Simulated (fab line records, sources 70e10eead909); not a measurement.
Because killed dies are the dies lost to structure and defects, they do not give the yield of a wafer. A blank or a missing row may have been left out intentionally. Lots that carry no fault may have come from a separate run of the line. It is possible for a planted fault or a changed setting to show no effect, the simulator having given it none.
Matching of chambers + flow nand harc + NHARC_A_STAIRCASE_ETCH_444 on rie diel-04 has 4 sister chambers
The step etches the open film in C4F8/O2, target depth 10200 nm, time 3400 s. 7 wafers are shown with their chamber, then 9 later ones without.

WAFERS PAIRED WITH THEIR CHAMBERS
| wafer  | chamber | rf vpp V (V) | oes product au (a.u.) |
|--------|---------|--------------|-----------------------|
| L074.2 | 3       | 811          | 0.928                 |
| L075.3 | 0       | 809          | 0.930                 |
| L085.1 | 0       | 808          | 0.916                 |
| L085.6 | 2       | 800          | 0.920                 |
| L091.1 | 1       | 812          | 0.919                 |
| L091.4 | 2       | 801          | 0.924                 |
| L091.5 | 1       | 813          | 0.923                 |

WAFERS WHOSE CHAMBER IS MISSING
| wafer  | rf vpp V (V) | oes product au (a.u.) |
|--------|--------------|-----------------------|
| L092.1 | 807          | 0.904                 |
| L092.3 | 802          | 0.921                 |
| L092.5 | 808          | 0.910                 |
| L093.1 | 811          | 0.915                 |
| L093.3 | 801          | 0.912                 |
| L093.4 | 811          | 0.921                 |
| L095.2 | 807          | 0.909                 |
| L095.4 | 811          | 0.911                 |
| L095.6 | 811          | 0.909                 |

THE CHAMBER EACH PASSED THROUGH
| wafer  | from the rows above          | in truth |
|--------|------------------------------|----------|
| L092.1 | 0                            | 0        |
| L092.3 | 2                            | 2        |
| L092.5 | 0                            | 0        |
| L093.1 | can't be placed: 3 or 1 or 0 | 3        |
| L093.3 | 2                            | 2        |
| L093.4 | can't be placed: 3 or 1      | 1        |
| L095.2 | 0                            | 0        |
| L095.4 | can't be placed: 1 or 3 or 0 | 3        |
| L095.6 | can't be placed: 1 or 3 or 0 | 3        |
Correctly placed: 5 of 9. Cannot be placed on the basis of these rows: 4; the candidates contain the true chamber in 4. Wrongly placed: 0.
How it was worked out, from the rows above alone: a wafer's distance from a chamber is the root of the sum, over the readings, of the square of ((its reading less the chamber's mean) divided by the reading's scatter). If the next closest chamber is less than 2 further off than the closest, the wafer can't be placed; otherwise it belongs to the closest. The mean given for a chamber averages the wafers shown for that chamber. The scatter is the square root of a quotient: the sum, over the shown wafers, of each reading's squared deviation from its chamber's mean, divided by wafers minus chambers.
